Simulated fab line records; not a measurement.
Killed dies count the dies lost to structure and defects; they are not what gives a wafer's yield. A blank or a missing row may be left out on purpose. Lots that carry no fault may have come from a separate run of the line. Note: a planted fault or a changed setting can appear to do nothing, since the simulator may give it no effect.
Matching of chambers | flow n5_finfet | N5_BEOL_M15_DESCUM_15 on rie_diel-04: 4 sister chambers
The step chemistry O2, time 7.9 s. 18 wafers are shown with their chamber, then 9 later ones without.

== EACH WAFER AND ITS CHAMBER ==
wafer  | chamber | drypump_motor_current_A (A) | throttle_valve_pct (%) | oes_product_au (a.u.)
L075.1 | 2       | 5.75                        | 20.00                  | 0.91
L075.2 | 0       | 5.68                        | 20.88                  | 0.70
L075.3 | 3       | 5.50                        | 20.80                  | 0.68
L075.4 | 1       | 5.91                        | 20.26                  | 0.71
L075.5 | 0       | 5.68                        | 20.87                  | 0.70
L075.6 | 1       | 5.93                        | 20.25                  | 0.71
L077.1 | 1       | 5.92                        | 20.27                  | 0.71
L077.3 | 2       | 5.79                        | 20.00                  | 0.90
L077.6 | 2       | 5.74                        | 20.03                  | 0.89
L078.1 | 0       | 5.70                        | 20.90                  | 0.69
L078.4 | 3       | 5.50                        | 20.55                  | 0.98
L078.5 | 2       | 5.74                        | 20.02                  | 0.89
L084.2 | 0       | 5.70                        | 20.90                  | 0.69
L084.5 | 3       | 5.47                        | 20.56                  | 0.97
L084.6 | 0       | 5.71                        | 20.90                  | 0.69
L091.1 | 2       | 5.77                        | 20.03                  | 0.87
L091.4 | 3       | 5.48                        | 20.58                  | 0.92
L091.5 | 3       | 5.49                        | 20.59                  | 0.92

SIGNATURES (averages over the wafers above)
reading                 | chamber 0 | chamber 1 | chamber 2 | chamber 3 | scatter within a chamber
drypump_motor_current_A | 5.6940    | 5.9200    | 5.7580    | 5.4880    | 0.0158
throttle_valve_pct      | 20.8900   | 20.2600   | 20.0160   | 20.6160   | 0.0568
oes_product_au          | 0.6940    | 0.7100    | 0.8920    | 0.8940    | 0.0662
Rule: a wafer's distance from a chamber is the root of the sum, over the readings, of the square of ((its reading less the chamber's mean) divided by the reading's scatter). If the next closest chamber is less than 2 further off than the closest, the wafer can't be placed; otherwise it belongs to the closest. The scatter: the root of (the sum of the squares of (reading less its chamber's mean) over the shown wafers, divided by (wafers less chambers)).

== WAFERS WITH NO CHAMBER GIVEN ==
wafer  | drypump_motor_current_A (A) | throttle_valve_pct (%) | oes_product_au (a.u.)
L095.1 | 5.94                        | 20.32                  | 0.68
L095.2 | 5.77                        | 20.06                  | 0.85
L095.3 | 5.51                        | 20.59                  | 0.91
L095.4 | 5.77                        | 20.06                  | 0.85
L095.5 | 5.49                        | 20.59                  | 0.91
L095.6 | 5.92                        | 20.32                  | 0.68
L097.2 | 5.49                        | 20.60                  | 0.91
L097.3 | 5.80                        | 20.06                  | 0.84
L097.6 | 5.91                        | 20.32                  | 0.68

== CHAMBER TAKEN BY EACH ==
wafer  | from the rows above | in truth
L095.1 | 1                   | 1
L095.2 | 2                   | 2
L095.3 | 3                   | 3
L095.4 | 2                   | 2
L095.5 | 3                   | 3
L095.6 | 1                   | 1
L097.2 | 3                   | 3
L097.3 | 2                   | 2
L097.6 | 1                   | 1
9 of 9 placed correctly. From these rows, 0 cannot be placed. Placed wrongly: 0.
